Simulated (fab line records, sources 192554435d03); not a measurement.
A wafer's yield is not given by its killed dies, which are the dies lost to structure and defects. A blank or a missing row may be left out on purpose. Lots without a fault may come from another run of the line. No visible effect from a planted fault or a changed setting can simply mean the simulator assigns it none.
Struck lot and sound lot, side by side	flow n5-finfet	34 steps out of a route of 1938
Sound: wafers L788.1, L788.3, L788.6. Struck: wafer L793.5 (left out: L793.2, L793.3 of the same lot, which were not struck); the cause appears at the end.
For every step that has rows: the tool of each side, followed by ch and its chambers, followed by its first start. Under that, the readings that differ: sound wafers	struck wafers	difference of the means	sigmas: that difference in standard deviations of wafers without a fault.
alike: readings whose means differ by less than 2 such deviations, and words and numbers that are the same on both sides. not compared: withheld readings, readings that some wafer has no value for, bounds like >300 that may hide the same value, and numbers for which the record gives no deviation and whose values overlap.
The two part at a step that has a row with sigmas, a row that says differs or no value, or rows on one side only. Numbers that don't overlap but have no deviation are shown without sigmas and don't part them. Lack of a reading on every wafer of one side parts them only where that side has two or more wafers.

first, 8 steps without rows for these wafers: N5_BEOL_M10_SPUTTER_48 (material Cu, target thk 12 nm, time 2 s); N5_BEOL_M10_ECD_50 (material Cu, target thk 318 nm); N5_BEOL_M10_ANNEAL_51 (time 90 s); N5_BEOL_M10_CMP_52 (polishes, stops on SiCOH lowk, t overpolish 7 s, target thk 140 nm); N5_BEOL_M10_PRE_CLEAN_55 (time 15 s); N5_BEOL_M10_DEP_56 (deposits SiCN from 3MS/NH3, target thk 15 nm, time 26.5 s); N5_BEOL_M11_ILD_DEP_00 (deposits SiCOH lowk from DEMS/porogen, target thk 308.51 nm, time 58 s); N5_BEOL_M11_CURE_71 (cures SiCOH lowk, time 240 s).
N5_BEOL_M11_PECVD_70: deposits SiO2 from TEOS/O2, target thk 20 nm, time 22.7 s.
  sound on pecvd-04 ch 1,2, day 14 08:47; struck on pecvd-04 ch 0, day 15 23:33
reading	sound	struck	difference	sigmas
showerhead-plenum-p-Torr (Torr)	8.84 8.89 8.88	8.71	-0.16	-2
  alike: chamber-pressure-Torr, heater-power-w, throttle-valve-pct
then, 24 steps without rows for these wafers: N5_BEOL_M11_HM_DEP_02 (deposits TiN, target thk 20 nm); N5_BEOL_M11_COAT_59 (time 60 s, resist thk 100 nm); N5_BEOL_M11_COAT_60 (time 60 s, resist thk 30 nm); N5_BEOL_M11_COAT_05 (resist thk 90 nm); N5_BEOL_M11_EBR_07; N5_BEOL_M11_SOFTBAKE_06 (time 60 s); N5_BEOL_M11_EXPOSE_08 (exposes mask M11); N5_BEOL_M11_PEB_09 (peb time 60 s); N5_BEOL_M11_DEVELOP_10 (develop time 30 s); N5_BEOL_M11_DESCUM_16 (chemistry O2, time 7.9 s); N5_BEOL_M11_ETCH_61 (etches SiARC in CF4, target depth 39 nm, time 65 s); N5_BEOL_M11_ETCH_62 (etches SOC in N2/H2, target depth 110 nm, overetch 22 nm, time 165 s); N5_BEOL_M11_STRIP_68 (strips in N2/H2); N5_BEOL_M11_STRIP_67 (strips in CF4); N5_BEOL_M11_HM_OPEN_17 (chemistry Cl2/BCl3, target TiN, target depth 20 nm, overetch 6 nm); N5_BEOL_M11_STRIP_19 (strips in O2); N5_BEOL_M11_COAT_63 (time 60 s, resist thk 100 nm); N5_BEOL_M11_COAT_64 (time 60 s, resist thk 30 nm); N5_BEOL_M11_COAT_22 (resist thk 90 nm); N5_BEOL_M11_EBR_24; N5_BEOL_M11_SOFTBAKE_23 (time 60 s); N5_BEOL_M11_EXPOSE_25 (exposes mask V10); N5_BEOL_M11_PEB_26 (peb time 60 s); N5_BEOL_M11_DEVELOP_27 (develop time 30 s).
N5_PASSIVATION_PROBE_49:
  only the struck wafers here have rows in the record (prober-01, day 17 23:14); the sound ones have none

WHERE THEY PART
Last at N5_PASSIVATION_PROBE_49 as far as this record goes, first at N5_BEOL_M11_PECVD_70.

WHY: whatever the simulator had introduced
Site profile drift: pecvd-04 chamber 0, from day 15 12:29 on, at N5_BEOL_M11_PECVD_70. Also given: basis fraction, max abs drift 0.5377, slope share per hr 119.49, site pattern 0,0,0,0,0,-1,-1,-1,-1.
